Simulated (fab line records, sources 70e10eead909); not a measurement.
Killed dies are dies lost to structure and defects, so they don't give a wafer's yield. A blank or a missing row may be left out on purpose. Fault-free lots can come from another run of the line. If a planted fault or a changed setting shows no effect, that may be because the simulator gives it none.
Matching of chambers    flow nand harc    4 sister chambers for NHARC_A_STAIRCASE_TRIM_12 on rie diel-05
The step chemistry O2, time 211.2 s. 4 wafers are shown with their chamber, then 9 later ones without.

WAFERS WITH THEIR CHAMBER
wafer   chamber  drypump motor current A (A)
L085.5  1        5.7
L090.1  3        6.5
L090.3  2        6.1
L090.6  0        4.8

WAFERS MISSING THEIR CHAMBER
wafer   drypump motor current A (A)
L089.3  4.7
L089.4  6.1
L089.6  4.8
L089.1  6.5
L089.2  5.7
L089.5  5.7
L096.2  5.7
L096.4  6.5
L096.5  6.1

WHICH CHAMBER EACH WENT THROUGH
wafer   from the rows above  in truth
L089.3  0                    0
L089.4  2                    2
L089.6  0                    0
L089.1  3                    3
L089.2  1                    1
L089.5  1                    1
L096.2  1                    1
L096.4  3                    3
L096.5  2                    2
9 of 9 placed correctly. Number that these rows cannot place: 0. 0 placed wrongly.
How it was worked out, from the rows above alone: a wafer's distance from a chamber is the root of the sum, over the readings, of the square of ((its reading less the chamber's mean) divided by the reading's scatter). If the next closest chamber is less than 2 further off than the closest, the wafer can't be placed; otherwise it belongs to the closest. The mean given for a chamber averages the wafers shown for that chamber. The scatter (one wafer shown for each chamber): square how far every hidden wafer sits from the nearest shown wafer, average those squares and take the square root.
